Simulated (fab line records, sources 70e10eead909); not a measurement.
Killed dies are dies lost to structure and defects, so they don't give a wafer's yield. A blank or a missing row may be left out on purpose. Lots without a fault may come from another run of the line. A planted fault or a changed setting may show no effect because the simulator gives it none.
Chamber matching | flow nand_harc | NHARC_P_M1_STRIP_18 on rie_diel-13: 4 sister chambers
The step strips in N2/H2. 20 wafers are shown with their chamber, then 10 later ones without.

WAFERS WITH THEIR CHAMBER
wafer  | chamber | showerhead_plenum_p_Torr (Torr) | drypump_motor_current_A (A) | rf_vpp_V (V)
L075.1 | 3       | 1.93                            | 5.0                         | 89.7
L075.3 | 2       | 1.98                            | 5.7                         | 89.9
L075.6 | 3       | 1.93                            | 5.0                         | 89.5
L077.1 | 3       | 1.93                            | 4.9                         | 90.4
L077.5 | 3       | 1.93                            | 5.0                         | 89.3
L077.6 | 0       | 1.95                            | 6.5                         | 89.7
L079.2 | 1       | 2.05                            | 5.2                         | 90.2
L079.5 | 3       | 1.92                            | 4.9                         | 89.1
L079.6 | 0       | 1.95                            | 6.5                         | 89.2
L080.1 | 0       | 1.95                            | 6.5                         | 90.7
L080.4 | 2       | 1.98                            | 5.7                         | 90.2
L080.6 | 3       | 1.92                            | 5.0                         | 91.5
L082.1 | 1       | 2.05                            | 5.2                         | 90.8
L082.2 | 2       | 1.98                            | 5.7                         | 90.6
L082.4 | 0       | 1.95                            | 6.5                         | 89.2
L085.2 | 3       | 1.92                            | 4.9                         | 90.2
L085.4 | 0       | 1.95                            | 6.5                         | 89.3
L085.5 | 1       | 2.05                            | 5.2                         | 90.8
L086.1 | 2       | 1.98                            | 5.6                         | 89.1
L086.2 | 3       | 1.92                            | 4.9                         | 87.5

SIGNATURES (means of the wafers above)
reading                  | chamber 0 | chamber 1 | chamber 2 | chamber 3 | scatter within a chamber
showerhead_plenum_p_Torr | 1.9500    | 2.0500    | 1.9800    | 1.9250    | 0.00354
drypump_motor_current_A  | 6.500     | 5.200     | 5.675     | 4.950     | 0.0415
rf_vpp_V                 | 89.620    | 90.600    | 89.950    | 89.650    | 0.882
Rule: a wafer's distance from a chamber is the root of the sum, over the readings, of the square of ((its reading less the chamber's mean) divided by the reading's scatter). The wafer belongs to the nearest chamber; if the next one is less than 2 further off, it can't be placed. The scatter: the root of (the sum of the squares of (reading less its chamber's mean) over the shown wafers, divided by (wafers less chambers)).

WAFERS WITHOUT THEIR CHAMBER
wafer  | showerhead_plenum_p_Torr (Torr) | drypump_motor_current_A (A) | rf_vpp_V (V)
L086.3 | 2.05                            | 5.2                         | 90.8
L087.4 | 1.95                            | 6.5                         | 88.0
L087.5 | 1.92                            | 4.9                         | 88.4
L087.6 | 1.95                            | 6.5                         | 90.9
L088.1 | 1.92                            | 4.9                         | 89.0
L088.3 | 2.05                            | 5.2                         | 90.4
L088.4 | 1.95                            | 6.5                         | 89.7
L095.1 | 1.98                            | 5.7                         | 90.0
L095.2 | 1.95                            | 6.5                         | 89.1
L095.5 | 1.98                            | 5.7                         | 90.3

WHICH CHAMBER EACH WENT THROUGH
wafer  | from the rows above | in truth
L086.3 | 1                   | 1
L087.4 | 0                   | 0
L087.5 | 3                   | 3
L087.6 | 0                   | 0
L088.1 | 3                   | 3
L088.3 | 1                   | 1
L088.4 | 0                   | 0
L095.1 | 2                   | 2
L095.2 | 0                   | 0
L095.5 | 2                   | 2
Placed correctly: 10 of 10. Can't be placed from these rows: 0. Placed wrongly: 0.
